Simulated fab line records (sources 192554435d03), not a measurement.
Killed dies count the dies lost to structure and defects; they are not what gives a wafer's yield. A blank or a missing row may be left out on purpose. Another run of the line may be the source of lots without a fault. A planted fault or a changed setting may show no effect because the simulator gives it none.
Matching of chambers -- flow n5Finfet -- 4 sister chambers for N5_BEOL_M13_ETCH_68 on rieDiel-06
The step etches SOC in N2/H2, time 355 s. 18 wafers are shown with their chamber, then 9 later ones without.

WAFERS WITH THEIR CHAMBER
wafer,chamber,drypumpMotorCurrentA (A),throttleValvePct (%),showerheadPlenumPTorr (Torr)
L074.2,0,6.3,17.77,2.57
L074.5,3,6.5,17.28,2.49
L074.6,2,5.6,17.81,2.66
L077.1,0,6.3,17.78,2.57
L077.4,0,6.3,17.78,2.57
L077.5,3,6.5,17.30,2.49
L078.1,0,6.3,17.78,2.57
L078.2,1,5.7,18.09,2.40
L078.3,2,5.6,17.82,2.65
L082.1,3,6.5,17.29,2.49
L082.4,0,6.3,17.79,2.57
L082.5,3,6.5,17.30,2.49
L085.3,2,5.6,17.85,2.65
L085.4,0,6.3,17.82,2.56
L085.5,0,6.3,17.82,2.56
L087.1,3,6.5,17.34,2.48
L087.4,0,6.3,17.82,2.56
L087.6,1,5.8,17.56,2.71

SIGNATURES (means of the wafers above)
reading,chamber 0,chamber 1,chamber 2,chamber 3,scatter within a chamber
drypumpMotorCurrentA,6.300,5.750,5.600,6.500,0.0189
throttleValvePct,17.7950,17.8250,17.8267,17.3020,0.102
showerheadPlenumPTorr,2.5663,2.5550,2.6533,2.4880,0.0588
Rule: a wafer's distance from a chamber is the root of the sum, over the readings, of the square of ((its reading less the chamber's mean) divided by the reading's scatter). The wafer belongs to the nearest chamber; if the next one is less than 2 further off, it can't be placed. The scatter: take each reading less its chamber's mean, square it, sum over the shown wafers, divide by the number of wafers less the number of chambers, and take the root.

WAFERS WITH NO CHAMBER GIVEN
wafer,drypumpMotorCurrentA (A),throttleValvePct (%),showerheadPlenumPTorr (Torr)
L088.1,5.6,17.83,2.65
L088.4,5.7,17.59,2.71
L088.5,5.6,17.85,2.65
L092.2,5.7,17.60,2.71
L092.4,6.3,17.83,2.56
L092.5,6.5,17.34,2.48
L097.1,6.4,17.36,2.47
L097.2,6.3,17.85,2.55
L097.3,5.8,17.61,2.70

EACH ONE'S CHAMBER
wafer,from the rows above,in truth
L088.1,2,2
L088.4,can't be placed: 1 or 2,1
L088.5,2,2
L092.2,can't be placed: 1 or 2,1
L092.4,0,0
L092.5,3,3
L097.1,can't be placed: 3 or 0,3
L097.2,0,0
L097.3,1,1
Correct placement for 6 of the 9. Can't be placed from these rows: 3 (the true chamber is among the candidates in 3). Wrongly placed: 0.
